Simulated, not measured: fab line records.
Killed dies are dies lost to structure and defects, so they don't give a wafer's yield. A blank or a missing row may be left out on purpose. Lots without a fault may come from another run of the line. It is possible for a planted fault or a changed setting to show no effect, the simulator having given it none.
Struck lot and sound lot, side by side || flow nand_harc || 26 out of 1302 route steps
Sound: the wafers L723.3, L723.5, L723.6. Wafers L729.1, L729.2, L729.5 were the ones struck. At the end, the cause is stated.
For every step that has rows: the tool of each side, followed by ch and its chambers, followed by its first start. Under that, the readings that differ: sound wafers || struck wafers || difference of the means || sigmas: that difference in standard deviations of wafers without a fault.
alike: a reading whose means differ by less than 2 such deviations, as well as words and numbers matching on both sides. not compared: withheld readings; readings where some wafer has no value; bounds like >300 that might hide an equal value; numbers whose values overlap and for which the record gives no deviation.
A row with sigmas, a row that says differs or no value, or rows on one side alone: a step with any of these is where the two part. Non-overlapping numbers with no deviation appear without sigmas and do not part them. A reading that every wafer of one side lacks parts them only if that side has two wafers or more.

first, 2 steps without rows for these wafers: NHARC_A_STAIRCASE_SRD_154; NHARC_A_STAIRCASE_ETCH_403 (etches SiO2 in dHF, target depth 108.2 nm).
NHARC_A_STAIRCASE_ETCHBACK_422: etches the open film in CH3F/O2, target depth 40 nm, time 74.286 s.
  sound on rie_diel-05 ch 0,1,3, day 22 11:28; struck on rie_diel-02 ch 0,3, day 24 18:16
  alike: ch3f_flow_sccm, drypump_motor_current_A, o2_flow_sccm, oes_product_au, rf_vpp_V, showerhead_plenum_p_Torr, throttle_valve_pct
  not compared: rf_hours_counter_h
then, 1 step without rows for these wafers: NHARC_A_STAIRCASE_ETCH_423 (etches SiO2 in dHF, target depth 30 nm).
NHARC_A_STAIRCASE_ETCHBACK_157: etches the open film in CH3F/O2, target depth 90 nm, time 167.14 s.
  sound on rie_diel-04 ch 1,2,3, day 22 11:52; struck on rie_diel-02 ch 0,2,3, day 24 18:39
  alike: ch3f_flow_sccm, drypump_motor_current_A, o2_flow_sccm, oes_product_au, rf_vpp_V, showerhead_plenum_p_Torr, throttle_valve_pct
  not compared: rf_hours_counter_h
NHARC_A_STAIRCASE_STRIP_475: strips in O2, time 20 s.
  sound: rie_diel-04 ch 0,1,3; struck: rie_diel-02 ch 0,2,3
  alike: drypump_motor_current_A, o2_flow_sccm, oes_product_au, rf_vpp_V, showerhead_plenum_p_Torr, throttle_valve_pct
  not compared: rf_hours_counter_h
then, 1 step without rows for these wafers: NHARC_A_STAIRCASE_DEP_471 (deposits SiO2, target thk 100 nm).
NHARC_A_STAIRCASE_CMP_472: polishes SiO2.
  sound on cmp-04 ch 0,3, day 22 12:24; struck on cmp-04 ch 0,1,3, day 24 19:17
  alike: motor_current_A, slurry_flow_ml_min
next, for these wafers, 1 step has no rows: NHARC_A_STAIRCASE_SRD_474.
NHARC_A_STAIRCASE_INSPECT_155:
  struck on defect_inspect-02, day 24 19:35; sound on defect_inspect-01, day 22 12:43
{"reading": "raw_defect_count", "sound": "519 478 778", "struck": "318 282 293", "difference": -294, "sigmas": -2}
NHARC_A_SGD_CUT_DEP_00: deposits SiNx, target thk 50 nm.
  sound on pecvd-02 ch 0,2, day 22 12:55; struck on pecvd-01 ch 1,2, day 24 19:40
  alike: heater_power_w
then, 10 steps without rows for these wafers: NHARC_A_SGD_CUT_DEHYDRATE_01 (time 120 s); NHARC_A_SGD_CUT_HMDS_02 (time 30 s); NHARC_A_SGD_CUT_COAT_56 (time 75 s); NHARC_A_SGD_CUT_COAT_57 (time 65 s); NHARC_A_SGD_CUT_COAT_03 (resist thk 90 nm); NHARC_A_SGD_CUT_SOFTBAKE_04 (time 55 s); NHARC_A_SGD_CUT_EBR_05; NHARC_A_SGD_CUT_EXPOSE_06 (exposes mask SGD); NHARC_A_SGD_CUT_PEB_07 (peb time 65 s); NHARC_A_SGD_CUT_DEVELOP_08 (develop time 35 s).
NHARC_A_SGD_CUT_CD_MEAS_09: the cd target is 100 nm.
  sound on cd_sem-01 ch 0, day 22 13:28; struck on cd_sem-02 ch 0, day 24 20:23
  alike: cd_nm
NHARC_A_SGD_CUT_OVL_MEAS_10:
  struck on overlay-02, day 24 20:28; sound on overlay-01, day 22 13:34
  alike: overlay_x_nm, overlay_y_nm
NHARC_A_SGD_CUT_INSPECT_11:
  struck on defect_inspect-01, day 24 20:41; sound on defect_inspect-02, day 22 13:35
{"reading": "raw_defect_count", "sound": "120 107 109", "struck": "1243 1235 1169", "difference": "+1104", "sigmas": "+38"}
  not compared: hold
NHARC_A_SGD_CUT_DESCUM_14: chemistry O2, time 3 s.
  sound on rie_diel-13 ch 0,1,2, day 22 13:41; struck on rie_diel-13 ch 0,2, day 24 23:11
{"reading": "hold", "sound": "- - -", "struck": "await_dispo/2.4h/release await_dispo/2.4h/release await_dispo/2.4h/release", "difference": "no value on the sound wafers", "sigmas": ""}
  alike: drypump_motor_current_A, o2_flow_sccm, oes_product_au, rf_vpp_V, showerhead_plenum_p_Torr, throttle_valve_pct
  not compared: rf_hours_counter_h
-- break in the record here, with 6 days between the starts of the struck wafers on either side (left off in module A_SGD_CUT, picked up again in module END, where the first step shown is number 1302 on the route) --
NHARC_END_SORT_01:
  only the struck wafers appear in the record here, on prober-01 ch 0 at day 31 06:04; the sound ones have no rows

== WHERE THEY PART ==
At NHARC_A_STAIRCASE_INSPECT_155 first; at NHARC_END_SORT_01 last (within this record only).

WHY: what the simulator had put in
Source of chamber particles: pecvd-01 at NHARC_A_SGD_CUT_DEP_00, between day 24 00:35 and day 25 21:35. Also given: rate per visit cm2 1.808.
